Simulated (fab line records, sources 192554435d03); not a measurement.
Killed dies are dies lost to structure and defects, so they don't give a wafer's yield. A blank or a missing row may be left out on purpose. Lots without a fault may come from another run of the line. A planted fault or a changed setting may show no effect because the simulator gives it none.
Which tool did it? | flow n5_finfet | 11 lots, 32 wafers sampled, at 5 steps of a route of 1938

WHAT THE GAUGES READ, wafer by wafer
N5_BEOL_M4_RC_MEAS_101.
lot  | measured     | on        | DIBL_N (mV/V)
L238 | day 7 23:23  | prober-02 | 37.2 36.3
L239 | day 8 07:45  | prober-02 | 37.1 35.7 38.0
L240 | day 8 11:30  | prober-02 | 34.8 38.0 36.3
L241 | day 8 12:30  | prober-01 | 34.9 34.7 34.9
L244 | day 9 13:12  | prober-01 | 32.6 35.4 35.2
L253 | day 11 09:41 | prober-02 | 34.4 34.4 33.5
L254 | day 12 21:29 | prober-01 | 38.7 36.1 37.1
L256 | day 13 06:53 | prober-01 | 35.3 35.4 38.4
L257 | day 14 01:11 | prober-01 | 37.3 38.0 33.8
L261 | day 14 21:55 | prober-02 | 36.6 34.5 33.8
L259 | day 15 06:28 | prober-01 | 33.2 34.1 33.4

WHICH TOOL RAN EACH LOT (tool, then ch and the chambers of the sampled wafers, then the start)
lot  | N5_BEOL_M1_SPUTTER_90        | N5_BEOL_M1_ANNEAL_93         | N5_BEOL_M1_PRE_CLEAN_60          | N5_BEOL_M2_COAT_73
L238 | pvd_sputter-01, day 6 08:04  | pvd_sputter-01, day 6 08:22  | cvd_co-02 ch 0,1, day 6 10:22    | litho_track-04 ch 0, day 6 11:10
L239 | pvd_sputter-01, day 6 16:30  | pvd_sputter-01, day 6 16:48  | cvd_co-01 ch 0,2, day 6 18:51    | litho_track-04 ch 0, day 6 19:32
L240 | pvd_sputter-02, day 6 21:35  | pvd_sputter-02, day 6 21:53  | cvd_co-01 ch 0,1,2, day 7 01:11  | litho_track-04 ch 0, day 7 02:02
L241 | pvd_sputter-01, day 6 21:48  | pvd_sputter-01, day 6 22:06  | cvd_co-01 ch 0,1,2, day 7 01:28  | litho_track-04 ch 0, day 7 03:00
L244 | pvd_sputter-02, day 7 23:49  | pvd_sputter-02, day 8 00:07  | cvd_co-01 ch 0,1,2, day 8 05:25  | litho_track-04 ch 0, day 8 08:05
L253 | pvd_sputter-01, day 9 23:10  | pvd_sputter-01, day 9 23:28  | cvd_co-02 ch 0,2, day 10 00:39   | litho_track-05 ch 0, day 10 04:58
L254 | pvd_sputter-01, day 10 09:31 | pvd_sputter-01, day 10 09:49 | cvd_co-01 ch 0,1,2, day 10 11:04 | litho_track-05 ch 0, day 10 11:51
L256 | pvd_sputter-03, day 10 20:52 | pvd_sputter-03, day 10 21:10 | cvd_co-02 ch 0,1, day 10 22:26   | litho_track-03 ch 0, day 10 23:52
L257 | pvd_sputter-02, day 11 07:41 | pvd_sputter-02, day 11 07:59 | cvd_co-02 ch 0,1, day 11 09:10   | litho_track-04 ch 0, day 11 09:58
L261 | pvd_sputter-01, day 12 03:04 | pvd_sputter-01, day 12 03:22 | cvd_co-02 ch 0,1, day 12 04:34   | litho_track-04 ch 0, day 12 05:10
L259 | pvd_sputter-02, day 13 10:50 | pvd_sputter-02, day 13 11:08 | cvd_co-01 ch 0,1,2, day 13 12:20 | litho_track-04 ch 0, day 13 14:21
- N5_BEOL_M1_SPUTTER_90: material Cu, target thk 4.5 nm, time 8.29 s.
- N5_BEOL_M1_ANNEAL_93: time 240 s.
- N5_BEOL_M1_PRE_CLEAN_60: time 15 s.
- N5_BEOL_M2_COAT_73: time 60 s, resist thk 5 nm.

THE ANSWER, worked out from the rows above alone
Rule: what is usual is taken from the lots themselves. Put in order of their means at a reading, lots are off if they are a third of the lots or fewer, leave a main group of 4 or more, and stand apart from it by a gap of 3 or more times the standard deviation of the main group's means; of several such gaps the widest counts. A main group whose means are all the same, to the digits that the tables above print for the reading, isn't used. A lot without any number at a reading at which 4 lots or more have one is off too. The other lots that the step has rows for count as sound.
No lot is off at any reading shown: from this, nothing can be told.

WHAT THE SIMULATOR HAD PUT IN
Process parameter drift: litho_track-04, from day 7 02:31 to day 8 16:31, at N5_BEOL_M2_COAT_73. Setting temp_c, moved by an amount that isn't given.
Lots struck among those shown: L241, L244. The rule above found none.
